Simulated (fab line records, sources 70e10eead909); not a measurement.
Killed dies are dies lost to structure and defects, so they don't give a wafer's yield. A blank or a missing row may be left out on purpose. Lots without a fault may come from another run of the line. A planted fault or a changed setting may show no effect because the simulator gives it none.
A struck lot beside a sound one | flow nand_harc | 44 steps out of a route of 1302
Sound: wafers L863.1, L863.4, L863.5. Struck: wafers L856.3, L856.4, L856.5. The cause comes at the end.
At each step with rows: each side's tool, then ch and its chambers, then its first start. Under that, the readings that differ: sound wafers | struck wafers | difference of the means | sigmas: that difference in standard deviations of wafers without a fault.
alike: readings whose means differ by less than 2 such deviations, and words and numbers that are the same on both sides. not compared: withheld readings, readings that some wafer has no value for, bounds like >300 that may hide the same value, and numbers for which the record gives no deviation and whose values overlap.
The two part at a step that has a row with sigmas, a row that says differs or no value, or rows on one side only. Numbers that don't overlap but have no deviation are shown without sigmas and don't part them. A reading that every wafer of one side lacks parts them only if that side has two wafers or more.

first, 6 steps without rows for these wafers: NHARC_P_ZERO_WELL_COAT_18; NHARC_P_ZERO_WELL_SOFTBAKE_19 (time 95 s); NHARC_P_ZERO_WELL_EBR_20; NHARC_P_ZERO_WELL_EXPOSE_21 (exposes mask P NWELL, target cd 720 nm); NHARC_P_ZERO_WELL_PEB_22 (peb time 85 s); NHARC_P_ZERO_WELL_DEVELOP_23 (time 70 s).
NHARC_P_ZERO_WELL_CD_MEAS_24: target cd 720 nm.
  sound on cd_sem-03 ch 0, day 9 00:29; struck on cd_sem-02 ch 0, day 6 02:28
  alike: cd_nm
then, 1 step without rows for these wafers: NHARC_P_ZERO_WELL_HARDBAKE_25 (time 80 s).
NHARC_P_ZERO_WELL_DESCUM_26: chemistry O2, time 3 s.
  sound on rie_diel-06 ch 0,2,3, day 9 00:41; struck on rie_diel-12 ch 2,3, day 6 02:37
  alike: chamber_pressure_mTorr, drypump_motor_current_A, oes_product_au, rf_vpp_V, showerhead_plenum_p_Torr, throttle_valve_pct
  not compared: rf_hours_counter_h
then, 3 steps without rows for these wafers: NHARC_P_ZERO_WELL_IMPLANT_27; NHARC_P_ZERO_WELL_IMPLANT_57; NHARC_P_ZERO_WELL_IMPLANT_58.
NHARC_P_ZERO_WELL_STRIP_28: strips in SPM, time 840 s.
  sound on wet_bench-07 ch 2,6,7, day 9 01:26; struck on wet_bench-09 ch 1,2,4, day 6 03:20
then, 8 steps without rows for these wafers: NHARC_P_ZERO_WELL_DEHYDRATE_29 (time 120 s); NHARC_P_ZERO_WELL_HMDS_30 (time 30 s); NHARC_P_ZERO_WELL_COAT_31; NHARC_P_ZERO_WELL_SOFTBAKE_32 (time 95 s); NHARC_P_ZERO_WELL_EBR_33; NHARC_P_ZERO_WELL_EXPOSE_34 (exposes mask P PWELL, target cd 720 nm); NHARC_P_ZERO_WELL_PEB_35 (peb time 85 s); NHARC_P_ZERO_WELL_DEVELOP_36 (time 70 s).
NHARC_P_ZERO_WELL_CD_MEAS_37: target cd 720 nm.
  sound on cd_sem-02 ch 0, day 9 02:04; struck on cd_sem-03 ch 0, day 6 04:06
  alike: cd_nm
then, 1 step without rows for these wafers: NHARC_P_ZERO_WELL_HARDBAKE_38 (time 80 s).
NHARC_P_ZERO_WELL_DESCUM_39: chemistry O2, time 3 s.
  sound on rie_diel-10 ch 1,2, day 9 02:14; struck on rie_diel-06 ch 2,3, day 6 04:15
  reading                     | sound       | struck      | difference | sigmas
  drypump_motor_current_A (A) | 6.5 6.0 6.5 | 5.3 4.6 4.7 | -1.5       | -3
  alike: chamber_pressure_mTorr, oes_product_au, rf_vpp_V, showerhead_plenum_p_Torr, throttle_valve_pct
  not compared: rf_hours_counter_h
then, 12 steps without rows for these wafers: NHARC_P_ZERO_WELL_IMPLANT_40; NHARC_P_ZERO_WELL_IMPLANT_59; NHARC_P_ZERO_WELL_IMPLANT_60; NHARC_P_ZERO_WELL_STRIP_41 (strips in SPM, time 840 s); NHARC_P_ZERO_WELL_DEHYDRATE_44 (time 120 s); NHARC_P_ZERO_WELL_HMDS_45 (time 30 s); NHARC_P_ZERO_WELL_COAT_46; NHARC_P_ZERO_WELL_SOFTBAKE_47 (time 95 s); NHARC_P_ZERO_WELL_EBR_48; NHARC_P_ZERO_WELL_EXPOSE_49 (exposes mask P HVPW, target cd 2000 nm); NHARC_P_ZERO_WELL_PEB_50 (peb time 85 s); NHARC_P_ZERO_WELL_DEVELOP_51 (time 70 s).
NHARC_P_ZERO_WELL_CD_MEAS_52: target cd 2000 nm.
  sound on cd_sem-01 ch 0, day 9 03:53; struck on cd_sem-01 ch 0, day 6 05:37
  alike: cd_nm
then, 1 step without rows for these wafers: NHARC_P_ZERO_WELL_HARDBAKE_53 (time 80 s).
NHARC_P_ZERO_WELL_DESCUM_54: chemistry O2, time 3 s.
  sound on rie_diel-06 ch 1,2,3, day 9 04:04; struck on rie_diel-10 ch 1,2,3, day 6 05:46
  alike: chamber_pressure_mTorr, drypump_motor_current_A, oes_product_au, rf_vpp_V, showerhead_plenum_p_Torr, throttle_valve_pct
  not compared: rf_hours_counter_h
then, 3 steps without rows for these wafers: NHARC_P_ZERO_WELL_IMPLANT_55; NHARC_P_ZERO_WELL_IMPLANT_61; NHARC_P_ZERO_WELL_STRIP_56 (strips in SPM, time 840 s).
NHARC_P_ZERO_WELL_INSPECT_43:
  sound on defect_inspect-02, day 9 05:41; struck on defect_inspect-01, day 6 07:26
  reading          | sound   | struck         | difference | sigmas
  raw_defect_count | 4 10 14 | 1407 1395 1422 | +1399      | +99 or more
-- the record jumps here: 22 days lie between the struck wafers' starts before and after (it left off in module P_ZERO_WELL and takes up again in module END, whose first step shown is number 1302 of the route) --
NHARC_END_SORT_01:
  the record has rows for the struck wafers here (prober-02 ch 0, day 27 23:00) and none for the sound ones

WHERE THEY PART
First at NHARC_P_ZERO_WELL_DESCUM_39; last, within this record, at NHARC_END_SORT_01.

WHY: what the simulator had put in
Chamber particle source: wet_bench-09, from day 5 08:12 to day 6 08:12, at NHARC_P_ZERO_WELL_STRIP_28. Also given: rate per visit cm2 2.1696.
